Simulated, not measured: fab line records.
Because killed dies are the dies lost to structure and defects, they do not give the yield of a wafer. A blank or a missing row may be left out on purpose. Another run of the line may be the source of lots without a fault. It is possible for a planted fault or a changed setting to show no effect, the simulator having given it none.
Split-lot study + flow n5Finfet + 39 wafers read across 7 lots, on a route 1938 steps long

== THE SPLIT ITSELF ==
At N5_BEOL_M7_ILD_DEP_00 (deposits SiCOH lowk from DEMS/porogen, target thk 179.75 nm, time 33.4 s), the setting targetThkA was moved away from the recipe's 1797.5 angstrom on 15 of the 39 wafers read, by -52.2% to -23.4%. This setting was run at the recipe's value on the other wafers.

== BETWEEN THE SPLIT AND THE READING: the file shows 1 step in between ==
- N5_BEOL_M7_CURE_74: cures SiCOH lowk, time 240 s

== THE READING ==
M7_ILD_THK (nm), taken at N5_BEOL_M7_THK_MEAS_01. Fault-free wafers of this fab line usually give 155.5 nm, standard deviation 1.9 nm.

| wafer  | tool, chamber at the split | targetThkA as run, angstrom | against the recipe | M7_ILD_THK, nm | against lot-mates on the recipe |
|--------|----------------------------|-----------------------------|--------------------|----------------|---------------------------------|
| L075.1 | pecvd-02, 1                | 1376                        | -23.4%             | 118.6          | -38.0                           |
| L075.2 | pecvd-02, 2                | 1376                        | -23.4%             | 119.4          | -37.2                           |
| L075.3 | pecvd-02, 0                | 1797.5                      | recipe             | 154.9          | -                               |
| L075.4 | pecvd-02, 1                | 1376                        | -23.4%             | 122.2          | -34.4                           |
| L075.5 | pecvd-02, 2                | 1797.5                      | recipe             | 157.7          | -                               |
| L075.6 | pecvd-02, 0                | 1797.5                      | recipe             | 157.2          | -                               |
| L076.1 | pecvd-03, 0                | 1797.5                      | recipe             | 156.1          | -                               |
| L076.2 | pecvd-03, 1                | 1797.5                      | recipe             | 155.8          | -                               |
| L076.3 | pecvd-03, 2                | 888.4                       | -50.6%             | 76.2           | -80.2                           |
| L076.4 | pecvd-03, 1                | 888.4                       | -50.6%             | 79.5           | -76.9                           |
| L076.5 | pecvd-03, 0                | 1797.5                      | recipe             | 157.3          | -                               |
| L076.6 | pecvd-03, 2                | 888.4                       | -50.6%             | 77.4           | -79.0                           |
| L078.1 | pecvd-02, 0                | 1797.5                      | recipe             | 153.1          | -                               |
| L078.2 | pecvd-02, 1                | 1026                        | -42.9%             | 88.6           | -66.2                           |
| L078.3 | pecvd-02, 1                | 1797.5                      | recipe             | 155.5          | -                               |
| L078.4 | pecvd-02, 0                | 1026                        | -42.9%             | 86.6           | -68.2                           |
| L078.5 | pecvd-02, 0                | 1797.5                      | recipe             | 155.9          | -                               |
| L078.6 | pecvd-02, 1                | 1026                        | -42.9%             | 89.2           | -65.6                           |
| L088.1 | pecvd-03, 2                | 1797.5                      | recipe             | 154.3          | -                               |
| L088.2 | pecvd-03, 1                | 1113                        | -38.1%             | 92.1           | -61.8                           |
| L088.3 | pecvd-03, 0,2              | 1797.5                      | recipe             | 153.7          | -                               |
| L088.4 | pecvd-03, 0,2              | 1797.5                      | recipe             | 153.8          | -                               |
| L088.5 | pecvd-03, 0                | 1113                        | -38.1%             | 94.0           | -59.9                           |
| L088.6 | pecvd-03, 1                | 1113                        | -38.1%             | 95.9           | -58.0                           |
| L087.3 | pecvd-04, 2                | 1797.5                      | recipe             | 156.4          | -                               |
| L087.4 | pecvd-04, 1                | 1797.5                      | recipe             | 156.9          | -                               |
| L087.6 | pecvd-04, 2                | 1797.5                      | recipe             | 157.2          | -                               |
| L090.1 | pecvd-02, 1,0              | 1797.5                      | recipe             | 155.1          | -                               |
| L090.2 | pecvd-02, 2                | 1797.5                      | recipe             | 155.5          | -                               |
| L090.3 | pecvd-02, 0                | 1797.5                      | recipe             | 154.2          | -                               |
| L090.4 | pecvd-02, 1                | 1797.5                      | recipe             | 156.4          | -                               |
| L090.5 | pecvd-02, 1,0              | 1797.5                      | recipe             | 155.2          | -                               |
| L090.6 | pecvd-02, 2                | 1797.5                      | recipe             | 156.8          | -                               |
| L093.1 | pecvd-04, 0                | 859.9                       | -52.2%             | 75.3           | -81.0                           |
| L093.2 | pecvd-04, 2                | 1797.5                      | recipe             | 156.1          | -                               |
| L093.3 | pecvd-04, 1                | 1797.5                      | recipe             | 153.6          | -                               |
| L093.4 | pecvd-04, 2                | 1797.5                      | recipe             | 159.3          | -                               |
| L093.5 | pecvd-04, 1                | 859.9                       | -52.2%             | 74.2           | -82.1                           |
| L093.6 | pecvd-04, 0                | 859.9                       | -52.2%             | 76.5           | -79.8                           |
Where a row lists several chambers, the file gives one row for several wafers and doesn't say which wafer went through which chamber.

FIT RESULTS
A straight line over all 39 wafers: M7_ILD_THK changes by +1.56 nm for each +1% of targetThkA; r = +1.00; the points scatter about the line by 1.7 nm.
The same after taking each lot's own level away (the mean of its wafers on the recipe; 39 wafers): +1.56 nm for each +1%; r = +1.00; scatter 1.3 nm.
That fit puts the effect of the largest move of targetThkA on the reading at 81 nm.
The span of the lots' own levels, 153.93 to 156.83 nm, comes to 1.5 times the standard deviation stated above.
Consequently the slope shifts little with the lot-to-lot level, the two slopes agreeing.
Check: for one of the wafers moved furthest among these (-52.2%), held out of the fit, the line's prediction against its lot-mates is -81.3 nm. It came out at -81 nm against them.

== THE WHOLE CHAIN: every reading that the file lists as answering this split, in the file's order ==
| step                   | what it does                                                             | reading                                                                                 | change (the file's fit)              | r (the file's) |
|------------------------|--------------------------------------------------------------------------|-----------------------------------------------------------------------------------------|--------------------------------------|----------------|
| N5_BEOL_M7_ILD_DEP_00  | deposits SiCOH lowk from DEMS/porogen, target thk 179.75 nm, time 33.4 s | SiCOH_lowk_of_BEOL_M7_ILD_DEP_00.thkNm (the simulator's own value, which no gauge read) | +1.8 nm for each +1% of the setting  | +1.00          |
| N5_BEOL_M7_CURE_74     | cures SiCOH lowk, time 240 s                                             | SiCOH_lowk_of_BEOL_M7_ILD_DEP_00.thkNm (the simulator's own value, which no gauge read) | +1.56 nm for each +1% of the setting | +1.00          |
| N5_BEOL_M7_THK_MEAS_01 |                                                                          | M7_ILD_THK                                                                              | +1.56 for each +1% of the setting    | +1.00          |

== THE FILE'S OWN FIT ==
M7_ILD_THK changes by +1.56 nm for each +1% of targetThkA, r = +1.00.
